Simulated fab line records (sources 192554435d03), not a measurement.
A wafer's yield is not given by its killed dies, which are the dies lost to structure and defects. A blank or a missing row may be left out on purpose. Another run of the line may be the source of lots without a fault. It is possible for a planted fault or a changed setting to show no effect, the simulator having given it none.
fab line records	flow n5Finfet
record: lots: 7	wafers: 21	lastDay: 21
route steps=1938 shown BEOL_M2@896 BEOL_M4@1111 PASSIVATION@1936
lots that met no fault: from a run of the same line without faults
startH: the number of hours between the record's first day and the start of the first shown wafer of the lot	waitH: hours from the lot's prior step to this one	" unchanged from the row above	L1.1+2: one row covering several wafers at once	- either no value or no given start	* or withheld: withheld	< > ~ a bound
route shown NAME@n: NAME is a module with steps in the file, n the number in the route of the first one	usual: average and standard deviation across the fault-free wafers	same: alike in all rows	chamber/n: place in a boat	sites: readings site by site	_std_site: standard deviation across them	_edge_site: the outer-site mean with the inner-site mean subtracted	radiusMm: how far each site lies from the wafer's centre	mask NAME#n: copy n	behind: the last tool/chamber to shape the wafer	hold: reason for holding the lot/hours on hold/outcome of the hold	device: the transistor (n, p or np) that didn't switch	end of line: tests of these same wafers at the route's end	a step with no rows: only its recipe	killed: not the wafer's yield, but the dies lost to structure and defects at the first sort	map: shows each die of a wafer: x if killed, . if not, _ if none is there
set.NAME: the setting as run; set.NAME@STEP: as run at that earlier step	model.NAME: the simulator's own value behind a step, which no gauge read
a table for each step, a row for each wafer; lots at some steps of the route
services: the hour from which a tool's chamber was out of use, counted from the record's first day as startH (under 0 if before that day), plus the number of hours and why
== steps ==
step: N5_BEOL_M2_PRECLEAN_42
recipe: chemistry: residueRemover	timeS: 60	tempC: 40
step: N5_BEOL_M2_SRD_43
recipe: timeS: 30	tempC: 23	rinseLiquid: diw	dry: ipaMarangoni
step: N5_BEOL_M2_CD_MEAS_35
recipe: targetCdNm: 18	targetCdYNm: 22.2	polarity: opening
usual: cdNm: 18.1/0.48
lot.wafer	tool	chamber	startH	waitH	cdNm
L736.1	cdSem-01	-	186.35	0.0	17.7
L736.3	"	-	"	"	17.7
L736.5	"	-	"	"	17.9
L744.2	cdSem-01	-	214.58	0.0	18.0
L744.3	"	-	"	"	18.1
L744.6	"	-	"	"	18.4
L741.1	cdSem-01	-	218.17	0.0	17.9
L741.2	"	-	"	"	19.0
L741.4	"	-	"	"	17.9
L746.1	cdSem-01	-	220.78	0.0	17.9
L746.5	"	-	"	"	18.6
L746.6	"	-	"	"	18.1
L743.1	cdSem-01	-	235.92	0.0	17.5
L743.4	"	-	"	"	18.2
L743.5	"	-	"	"	18.4
L745.1	cdSem-01	-	250.27	0.0	17.6
L745.5	"	-	"	"	17.4
L745.6	"	-	"	"	18.0
L754.1	cdSem-02	-	300.59	0.0	18.2
L754.5	"	-	"	"	17.5
L754.6	"	-	"	"	18.1
step: N5_BEOL_M2_DEGAS_44
recipe: ambient: vacuum	tempC: 250	timeS: 60
usual: heaterPowerW: 310/27
lot.wafer	tool	chamber	startH	waitH	heaterPowerW
L736.1	pvdSputter-02	-	186.77	0.4	312
L736.3	"	-	"	"	282
L736.5	"	-	"	"	349
L744.2	pvdSputter-02	-	215.06	0.5	282
L744.3	"	-	"	"	282
L744.6	"	-	"	"	306
L741.1	pvdSputter-02	-	218.52	0.4	341
L741.2	"	-	"	"	282
L741.4	"	-	"	"	278
L746.1	pvdSputter-02	-	221.10	0.3	298
L746.5	"	-	"	"	343
L746.6	"	-	"	"	279
L743.1	pvdSputter-01	-	236.18	0.3	356
L743.4	"	-	"	"	335
L743.5	"	-	"	"	311
L745.1	pvdSputter-01	-	250.69	0.4	340
L745.5	"	-	"	"	342
L745.6	"	-	"	"	316
L754.1	pvdSputter-02	-	300.64	0.1	350
L754.5	"	-	"	"	306
L754.6	"	-	"	"	280
step: N5_BEOL_M2_PRE_CLEAN_45
recipe: gas: H2/He	timeS: 30	tempC: 250
step: N5_BEOL_M2_ALD_84
recipe: material: TaN	targetThkA: *	tempC: 275	aldPrecursorFamily: PDMAT	aldCoReactant: NH3	pressureTorr: 3	carrierFlowSccm: 1500	pulseTimeS: 2	purgeTimeS: 3	coReactantPurgeTimeS: 2	coReactantPulseTimeS: 3	aldCycles: 30	precursorVesselTempC: 75	precursorVesselPressureTorr: 26.25	precursorVesselCarrierSccm: 1000
step: N5_BEOL_M2_SURFACE_TREAT_85
recipe: gas: Ar	timeS: *	ionEnergyEv: *	ionCurrentMaCm2: 0.5	pressureMtorr: *	arFlowSccm: 30
usual: throttleValvePct: *
lot.wafer	tool	chamber	startH	waitH	throttleValvePct
L736.1	pvdSputter-02	-	187.27	0.2	*
L736.3	"	-	"	"	*
L736.5	"	-	"	"	*
L744.2	pvdSputter-02	-	215.60	0.3	*
L744.3	"	-	"	"	*
L744.6	"	-	"	"	*
L741.1	pvdSputter-02	-	218.96	0.2	*
L741.2	"	-	"	"	*
L741.4	"	-	"	"	*
L746.1	pvdSputter-02	-	221.54	0.2	*
L746.5	"	-	"	"	*
L746.6	"	-	"	"	*
L743.1	pvdSputter-01	-	236.82	0.4	*
L743.4	"	-	"	"	*
L743.5	"	-	"	"	*
L745.1	pvdSputter-02	-	251.04	0.1	*
L745.5	"	-	"	"	*
L745.6	"	-	"	"	*
L754.1	pvdSputter-01	-	301.37	0.5	*
L754.5	"	-	"	"	*
L754.6	"	-	"	"	*
step: N5_BEOL_M2_CVD_47
recipe: material: Co	targetThkA: 30	tempC: withheld	precursor: CCTBA/H2	pressureTorr: 30	timeS: 223.8
step: N5_BEOL_M2_SPUTTER_48
recipe: material: Cu	targetThkA: 45	tempC: -20	chamberPressurePa: 0.07	powerW: withheld	timeS: 8.29
usual: chamberPressurePa: 0.07/0.00014	chuckGasFlowSccm: 1.26/0.051	throttleValvePct: 29.9/0.63
lot.wafer	tool	chamber	startH	waitH	chamberPressurePa	chuckGasFlowSccm	throttleValvePct
L736.1	pvdSputter-03	-	187.60	0.1	0.07019	1.16	28.6
L736.3	"	-	"	"	0.06994	1.28	30.3
L736.5	"	-	"	"	0.06995	1.27	31.3
L744.2	pvdSputter-01	-	217.51	1.8	0.06983	1.23	29.7
L744.3	"	-	"	"	0.06987	1.21	29.9
L744.6	"	-	"	"	0.07007	1.28	29.9
L741.1	pvdSputter-01	-	219.35	0.2	0.06988	1.22	29.7
L741.2	"	-	"	"	0.06999	1.25	29.6
L741.4	"	-	"	"	0.06973	1.27	29.3
L746.1	pvdSputter-02	-	221.82	0.1	0.06993	1.25	30.7
L746.5	"	-	"	"	0.06993	1.28	29.7
L746.6	"	-	"	"	0.07005	1.19	30.5
L743.1	pvdSputter-03	-	238.58	1.3	0.06989	1.22	30.5
L743.4	"	-	"	"	0.06984	1.31	31.1
L743.5	"	-	"	"	0.07006	1.28	31.1
L745.1	pvdSputter-02	-	253.04	1.7	0.07001	1.30	29.6
L745.5	"	-	"	"	0.06992	1.27	29.6
L745.6	"	-	"	"	0.06999	1.28	30.7
L754.1	pvdSputter-02	-	302.83	1.1	0.0699	1.32	29.9
L754.5	"	-	"	"	0.07005	1.24	29.4
L754.6	"	-	"	"	0.07016	1.29	29.7
step: N5_BEOL_M2_ANNEAL_49
recipe: tempC: 400	timeS: 240	ambient: vacuum
step: N5_BEOL_M2_SPUTTER_79
recipe: material: Cu	targetThkA: 45	tempC: -20	chamberPressurePa: 0.07	powerW: withheld	timeS: 8.29
step: N5_BEOL_M2_ANNEAL_80
recipe: tempC: 400	timeS: 240	ambient: vacuum
usual: heaterPowerW: 783/73
lot.wafer	tool	chamber	startH	waitH	heaterPowerW
L736.1	pvdSputter-03	-	187.90	0.0	672
L736.3	"	-	"	"	832
L736.5	"	-	"	"	795
L744.2	pvdSputter-01	-	217.81	0.0	860
L744.3	"	-	"	"	922
L744.6	"	-	"	"	915
L741.1	pvdSputter-01	-	219.65	0.0	917
L741.2	"	-	"	"	851
L741.4	"	-	"	"	779
L746.1	pvdSputter-02	-	222.12	0.0	871
L746.5	"	-	"	"	695
L746.6	"	-	"	"	865
L743.1	pvdSputter-03	-	238.88	0.0	830
L743.4	"	-	"	"	796
L743.5	"	-	"	"	826
L745.1	pvdSputter-02	-	253.34	0.0	706
L745.5	"	-	"	"	704
L745.6	"	-	"	"	861
L754.1	pvdSputter-02	-	303.15	0.0	776
L754.5	"	-	"	"	719
L754.6	"	-	"	"	780
step: N5_BEOL_M2_SPUTTER_81
recipe: material: Cu	targetThkA: 45	tempC: -20	chamberPressurePa: 0.07	powerW: withheld	timeS: 8.29
usual: chamberPressurePa: 0.06998/0.00015	chuckGasFlowSccm: 1.27/0.051	throttleValvePct: 29.9/0.62
lot.wafer	tool	chamber	startH	waitH	chamberPressurePa	chuckGasFlowSccm	throttleValvePct
L736.1	pvdSputter-03	-	188.04	0.1	0.07001	1.14	28.9
L736.3	"	-	"	"	0.06997	1.26	30.6
L736.5	"	-	"	"	0.06982	1.24	31.3
L744.2	pvdSputter-01	-	217.95	0.1	-	-	-
L744.3	"	-	"	"	-	-	-
L744.6	"	-	"	"	-	-	-
L741.1	pvdSputter-01	-	219.79	0.1	-	-	-
L741.2	"	-	"	"	-	-	-
L741.4	"	-	"	"	-	-	-
L746.1	pvdSputter-02	-	222.26	0.1	-	-	-
L746.5	"	-	"	"	-	-	-
L746.6	"	-	"	"	-	-	-
L743.1	pvdSputter-03	-	239.02	0.1	0.06983	1.23	30.4
L743.4	"	-	"	"	0.06996	1.30	31.2
L743.5	"	-	"	"	0.07003	1.24	31.2
L745.1	pvdSputter-02	-	253.48	0.1	0.06989	1.21	29.6
L745.5	"	-	"	"	0.06975	1.25	29.7
L745.6	"	-	"	"	0.07011	1.23	30.4
L754.1	pvdSputter-02	-	303.30	0.1	0.07012	1.35	29.8
L754.5	"	-	"	"	0.07001	1.31	29.4
L754.6	"	-	"	"	0.06978	1.32	29.9
step: N5_BEOL_M2_ANNEAL_82
recipe: tempC: 400	timeS: 240	ambient: vacuum
usual: heaterPowerW: 781/72
lot.wafer	tool	chamber	startH	waitH	heaterPowerW
L736.1	pvdSputter-03	-	188.12	0.0	660
L736.3	"	-	"	"	828
L736.5	"	-	"	"	797
L744.2	pvdSputter-01	-	218.03	0.0	838
L744.3	"	-	"	"	917
L744.6	"	-	"	"	888
L741.1	pvdSputter-01	-	219.87	0.0	915
L741.2	"	-	"	"	836
L741.4	"	-	"	"	779
L746.1	pvdSputter-02	-	222.34	0.0	849
L746.5	"	-	"	"	699
L746.6	"	-	"	"	864
L743.1	pvdSputter-03	-	239.10	0.0	803
L743.4	"	-	"	"	816
L743.5	"	-	"	"	803
L745.1	pvdSputter-02	-	253.56	0.0	707
L745.5	"	-	"	"	705
L745.6	"	-	"	"	868
L754.1	pvdSputter-02	-	303.39	0.0	754
L754.5	"	-	"	"	691
L754.6	"	-	"	"	765
step: N5_BEOL_M4_RC_MEAS_101
usual: DIBL_N: 36.1/2.3	DIBL_P: 36/3.2	IOFF_N: 0.16/0.045	IOFF_P: 0.21/0.049	ION_N: 674/14	ION_P: 462/8.4	SS_N: 71.6/0.83	SS_P: 73.2/0.87	VT_N: 249/3.8	VT_P: -250/3.4
lot.wafer	tool	chamber	startH	waitH	DIBL_N[mV/V]	DIBL_P[mV/V]	IOFF_N[nA/um]	IOFF_P[nA/um]	ION_N[uA/um]	ION_P[uA/um]	SS_N[mV/dec]	SS_P[mV/dec]	VT_N[mV]	VT_P[mV]
L736.1	prober-01	0	266.33	0.0	35.2	32	0.13	0.17	664	457	71.2	71.8	252	-253
L736.3	"	0	"	"	40.8	40	0.25	0.30	681	466	73.4	74.0	246	-246
L736.5	"	0	"	"	35.6	34	0.14	0.19	657	453	71.9	72.9	251	-250
L746.1	prober-02	0	297.13	0.0	32.9	32	0.10	0.15	648	454	70.0	72.0	254	-256
L746.5	"	0	"	"	35.3	35	0.13	0.18	676	466	71.2	72.4	253	-250
L746.6	"	0	"	"	38.4	37	0.19	0.23	682	469	71.9	73.2	249	-250
L744.2	prober-01	0	304.00	0.2	33.9	34	0.14	0.21	671	462	71.7	73.2	249	-247
L744.3	"	0	"	"	34.1	35	0.17	0.24	689	477	71.3	72.8	244	-246
L744.6	"	0	"	"	34.3	34	0.15	0.22	670	463	71.4	72.3	250	-248
L741.1	prober-02	0	310.74	0.0	41.7	42	0.29	0.30	681	461	73.6	75.0	245	-248
L741.2	"	0	"	"	37.4	38	0.19	0.23	692	471	71.7	74.3	245	-251
L741.4	"	0	"	"	38.4	39	0.21	0.24	676	456	72.8	74.8	247	-251
L743.1	prober-01	0	313.45	0.0	33.5	33	0.12	0.18	649	449	71.8	73.2	255	-251
L743.4	"	0	"	"	31.5	31	0.10	0.15	663	462	69.8	72.0	255	-253
L743.5	"	0	"	"	32.1	31	0.10	0.15	642	447	71.7	72.7	258	-252
L745.1	prober-02	0	317.41	0.0	38.7	39	0.18	0.27	694	480	72.5	74.5	248	-248
L745.5	"	0	"	"	34.2	33	0.11	0.19	669	468	71.1	72.6	251	-249
L745.6	"	0	"	"	34.9	34	0.12	0.22	648	457	71.4	72.3	252	-250
L754.1	prober-02	0	358.67	0.0	37.4	39	0.19	0.23	695	472	72.0	74.2	244	-251
L754.5	"	0	"	"	40.1	41	0.24	0.29	685	475	72.7	74.1	244	-246
L754.6	"	0	"	"	37.9	39	0.18	0.22	685	469	72.5	73.3	247	-252
step: N5_PASSIVATION_PROBE_49
usual: defectLimitedYield: 90.9/1.6	killed_at_M0_to_M3: 37/11	killed_at_M4_up: 15/5.6	killedAtContacts: 13/6.4	killedAtFrontEnd: 39/11	killedAtOther: 4/3.1	killedDies: 107/19	killedOpen: 71/14	killedShort: 34/7.8	sort_bin_4_leakage: 0.01/0.053	sort_bin_5_function: 5.3/1	sort_bin_6_memory: 3.4/0.72	sort_bin_8_speed: 0.0/0.42	sortNPass: 1072/20	sortYieldPct: 90.9/1.7
same: grossDies: 1180	killedAtBackSide: 0
lot.wafer	tool	chamber	startH	waitH	defectLimitedYield[%]	killed_at_M0_to_M3	killed_at_M4_up	killedAtContacts	killedAtFrontEnd	killedAtOther	killedDies	killedOpen	killedShort	sort_bin_4_leakage[%]	sort_bin_5_function[%]	sort_bin_6_memory[%]	sort_bin_8_speed[%]	sortNPass	sortYieldPct[%]
L736.1	prober-02	-	370.90	0.0	93.2	38	9	4	28	1	80	48	30	0	4.2	2.2	0	1100	93.2
L736.3	prober-02	-	371.00	0.1	93.7	35	13	2	23	1	74	47	20	0	3.3	2.5	0	1106	93.7
L736.5	prober-02	-	371.10	0.2	91.5	33	18	6	42	1	100	67	28	0	4.6	3.5	0	1080	91.5
L746.1	prober-02	-	429.14	0.0	90.9	43	10	10	42	2	107	75	23	0	5.3	3.7	0	1073	90.9
L746.5	prober-02	-	429.34	0.2	90.5	34	19	19	33	7	112	64	45	0	6.3	3.1	0	1068	90.5
L746.6	prober-02	-	429.39	0.3	92.5	37	6	18	24	4	89	52	29	0	3.9	3.6	0	1091	92.5
L741.1	prober-02	-	430.21	0.0	88.8	45	19	19	40	9	132	88	32	0.25	6.6	4.0	0	1045	88.6
L741.2	prober-02	-	430.26	0.1	89.2	56	18	18	28	7	127	77	40	0	6.6	3.8	0	1053	89.2
L741.4	prober-02	-	430.36	0.2	88.0	59	23	17	39	4	142	96	36	0	7.6	4.1	0	1038	88.0
L743.1	prober-02	-	434.91	0.0	89.9	38	15	15	49	2	119	79	40	0	6.3	3.6	0	1061	89.9
L743.4	prober-02	-	435.06	0.2	92.5	30	19	20	20	0	89	59	27	0	3.8	3.5	0	1091	92.5
L743.5	prober-02	-	435.11	0.2	92.3	28	15	15	32	1	91	64	24	0	4.0	3.6	0.3	1086	92.0
L744.2	prober-01	-	435.58	0.1	87.5	47	15	16	61	8	147	91	54	0	6.2	5.8	0	1033	87.5
L744.3	prober-01	-	435.63	0.1	89.7	55	12	11	35	9	122	74	37	0	6.2	3.6	0	1058	89.7
L744.6	prober-01	-	435.78	0.3	89.1	62	13	4	48	2	129	88	32	0	6.6	3.7	0	1051	89.1
L745.1	prober-01	-	450.55	0.0	86.7	56	26	17	57	1	157	104	52	0	7.2	5.6	0.1	1023	86.7
L745.5	prober-01	-	450.75	0.2	89.2	43	15	14	52	3	127	80	44	0	6.8	3.4	0	1053	89.2
L745.6	prober-01	-	450.80	0.3	90.1	31	15	20	51	0	117	76	40	0	6.3	3.3	0	1063	90.1
L754.1	prober-01	-	496.17	0.0	90.3	37	13	8	51	6	115	70	42	0	5.6	3.6	0	1065	90.3
L754.5	prober-01	-	496.37	0.2	91.4	40	8	11	37	5	101	70	30	0	5.3	3.1	0	1079	91.4
L754.6	prober-01	-	496.42	0.3	89.7	60	13	7	40	2	122	65	53	0	6.9	2.9	0	1058	89.7
killed by level:class
L736.1 BEOL_M1:geometricParticle:open=8 BEOL_M3:geometricParticle:open=8 BEOL_M0_SAQP:geometricParticle:open=6 FIN_SAQP:geometricParticle:open=5 BEOL_M2:geometricParticle:open=5 SPACER0:geometricParticle:short=4 GATE_CUT:geometricParticle:short=4 DUMMY_GATE:geometricParticle:open=3
L736.3 BEOL_M3:geometricParticle:open=7 BEOL_M4:geometricParticle:open=7 BEOL_M2:geometricParticle:open=6 FIN_SAQP:geometricParticle:open=4 BEOL_M0_SAQP:geometricParticle:open=4 BEOL_M0_SAQP:geometricParticle:short=4 BEOL_M3:geometricParticle:short=4 STI_FIN_REVEAL:geometricParticle:open=3
L736.5 FIN_SAQP:geometricParticle:open=7 DUMMY_GATE:geometricParticle:open=7 BEOL_M1:geometricParticle:open=7 BEOL_M2:geometricParticle:open=6 BEOL_M3:geometricParticle:open=6 STI_FIN_REVEAL:geometricParticle:open=5 BEOL_M0:geometricParticle:short=5 BEOL_M4:geometricParticle:open=5
L746.1 FIN_SAQP:geometricParticle:open=17 STI_FIN_REVEAL:geometricParticle:open=8 MOL_CONTACT_COAG:geometricParticle:open=8 BEOL_M3:geometricParticle:open=8 BEOL_M4:geometricParticle:open=6 BEOL_M0_SAQP:geometricParticle:short=6 BEOL_M2:geometricParticle:open=5 FIN_SAQP:geometricParticle:short=4
L746.5 MOL_CONTACT_COAG:geometricParticle:open=16 BEOL_M4:geometricParticle:open=12 FIN_SAQP:geometricParticle:short=9 BEOL_M3:geometricParticle:open=8 FIN_SAQP:geometricParticle:open=5 BEOL_M0_SAQP:geometricParticle:open=5 STARTING-WAFER:geometricParticle:short=5 STARTING-WAFER:geometricParticle:open=4
L746.6 MOL_CONTACT_COAG:geometricParticle:open=14 FIN_SAQP:geometricParticle:short=9 BEOL_M1:geometricParticle:open=9 FIN_SAQP:geometricParticle:open=7 BEOL_M3:geometricParticle:open=5 BEOL_M2:interfaceVoidOpened=5 BEOL_M1:geometricParticle:short=4 MOL_CONTACT_COAG:geometricParticle:short=3
L741.1 MOL_CONTACT_COAG:geometricParticle:open=16 BEOL_M2:geometricParticle:open=10 BEOL_M1:geometricParticle:open=9 BEOL_M3:geometricParticle:open=8 DUMMY_GATE:geometricParticle:open=7 FIN_SAQP:geometricParticle:short=7 STI_FIN_REVEAL:geometricParticle:open=7 BEOL_M4:geometricParticle:open=7
L741.2 MOL_CONTACT_COAG:geometricParticle:open=14 BEOL_M2:geometricParticle:open=13 BEOL_M4:geometricParticle:open=10 BEOL_M0_SAQP:geometricParticle:open=9 STI_FIN_REVEAL:geometricParticle:open=8 BEOL_M0_SAQP:geometricParticle:short=7 BEOL_M1:geometricParticle:open=5 BEOL_M1:geometricParticle:short=5
L741.4 BEOL_M0_SAQP:geometricParticle:open=15 MOL_CONTACT_COAG:geometricParticle:open=13 BEOL_M4:geometricParticle:open=12 STI_FIN_REVEAL:geometricParticle:open=10 BEOL_M0_SAQP:geometricParticle:short=9 BEOL_M1:geometricParticle:open=9 FIN_SAQP:geometricParticle:open=6 BEOL_M3:geometricParticle:open=6
L743.1 BEOL_M2:geometricParticle:open=14 STI_FIN_REVEAL:geometricParticle:open=13 MOL_CONTACT_COAG:geometricParticle:open=11 FIN_SAQP:geometricParticle:short=9 FIN_SAQP:geometricParticle:open=8 BEOL_M3:geometricParticle:open=7 MOL_CONTACT_COAG:geometricParticle:short=4 BEOL_M0_SAQP:geometricParticle:short=4
L743.4 BEOL_M4:geometricParticle:open=14 MOL_CONTACT_COAG:geometricParticle:open=10 MOL_CONTACT_COAG:geometricParticle:short=9 BEOL_M1:geometricParticle:open=6 BEOL_M2:geometricParticle:open=6 STI_FIN_REVEAL:geometricParticle:open=5 BEOL_M0_SAQP:geometricParticle:open=5 BEOL_M3:geometricParticle:open=4
L743.5 MOL_CONTACT_COAG:geometricParticle:open=12 FIN_SAQP:geometricParticle:short=8 BEOL_M3:geometricParticle:open=8 BEOL_M2:geometricParticle:open=6 BEOL_M4:geometricParticle:open=5 FIN_SAQP:geometricParticle:open=4 STI_FIN_REVEAL:geometricParticle:open=4 BEOL_M0_SAQP:geometricParticle:open=4
L744.2 STI_FIN_REVEAL:geometricParticle:open=20 FIN_SAQP:geometricParticle:short=17 MOL_CONTACT_COAG:geometricParticle:open=13 FIN_SAQP:geometricParticle:open=8 BEOL_M3:geometricParticle:open=8 BEOL_M0_SAQP:geometricParticle:short=7 BEOL_M0_SAQP:geometricParticle:open=6 BEOL_M2:geometricParticle:open=6
L744.3 BEOL_M2:geometricParticle:open=15 FIN_SAQP:geometricParticle:short=10 MOL_CONTACT_COAG:geometricParticle:open=9 BEOL_M0_SAQP:geometricParticle:open=9 BEOL_M3:geometricParticle:open=7 FIN_SAQP:geometricParticle:open=6 BEOL_M0_SAQP:geometricParticle:short=6 BEOL_M2:interfaceVoidOpened=6
L744.6 STI_FIN_REVEAL:geometricParticle:open=16 BEOL_M1:geometricParticle:open=13 BEOL_M3:geometricParticle:open=13 BEOL_M2:geometricParticle:open=12 BEOL_M0_SAQP:geometricParticle:short=9 FIN_SAQP:geometricParticle:short=8 DUMMY_GATE:geometricParticle:open=6 BEOL_M2:interfaceVoidOpened=6
L745.1 STI_FIN_REVEAL:geometricParticle:open=21 BEOL_M0_SAQP:geometricParticle:open=21 BEOL_M4:geometricParticle:open=16 BEOL_M0_SAQP:geometricParticle:short=15 MOL_CONTACT_COAG:geometricParticle:open=11 FIN_SAQP:geometricParticle:open=8 STI_FIN_REVEAL:geometricParticle:short=7 MOL_CONTACT_COAG:geometricParticle:short=6
L745.5 MOL_CONTACT_COAG:geometricParticle:open=12 STI_FIN_REVEAL:geometricParticle:open=11 BEOL_M0_SAQP:geometricParticle:short=10 GATE_CUT:geometricParticle:short=9 BEOL_M3:geometricParticle:open=9 GATE_CUT:geometricParticle:open=8 BEOL_M4:geometricParticle:open=8 BEOL_M0_SAQP:geometricParticle:open=7
L745.6 MOL_CONTACT_COAG:geometricParticle:open=17 STI_FIN_REVEAL:geometricParticle:open=12 FIN_SAQP:geometricParticle:short=10 BEOL_M0_SAQP:geometricParticle:short=10 FIN_SAQP:geometricParticle:open=9 BEOL_M4:geometricParticle:open=8 BEOL_M0_SAQP:geometricParticle:open=7 BEOL_M2:geometricParticle:open=5
L754.1 STI_FIN_REVEAL:geometricParticle:open=11 FIN_SAQP:geometricParticle:short=9 FIN_SAQP:geometricParticle:open=9 BEOL_M2:geometricParticle:short=8 BEOL_M4:geometricParticle:open=8 BEOL_M1:geometricParticle:open=6 BEOL_M2:geometricParticle:open=6 BEOL_M3:geometricParticle:open=6
L754.5 STI_FIN_REVEAL:geometricParticle:open=11 BEOL_M3:geometricParticle:open=10 BEOL_M0_SAQP:geometricParticle:short=7 BEOL_M0_SAQP:geometricParticle:open=6 BEOL_M1:geometricParticle:open=6 FIN_SAQP:geometricParticle:open=5 MOL_CONTACT_COAG:geometricParticle:open=5 MOL_CONTACT_COAG:geometricParticle:short=5
L754.6 BEOL_M0_SAQP:geometricParticle:short=13 BEOL_M3:geometricParticle:open=12 GATE_CUT:geometricParticle:short=8 BEOL_M2:geometricParticle:short=8 STI_FIN_REVEAL:geometricParticle:open=7 FIN_SAQP:geometricParticle:open=6 FIN_SAQP:geometricParticle:short=6 BEOL_M3:geometricParticle:short=6
== services ==
tool	chamber	startH	hours	kind
pvdSputter-03	-	216.35	1.0	repair
== key ==
firstSign: step: N5_BEOL_M2_SPUTTER_81	reading: toolRecord	direction: missing
effect none on later readings
metAt N5_BEOL_M2_SPUTTER_81
struckWafers L741.1,L741.2,L741.4,L744.2,L744.3,L744.6,L746.1,L746.5,L746.6
fault: kind: skippedStepWhole	tool: pvdSputter-01,pvdSputter-02	chamber: -	onsetH: 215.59	steps: N5_BEOL_M2_SPUTTER_81	scope: struckLotsOnly
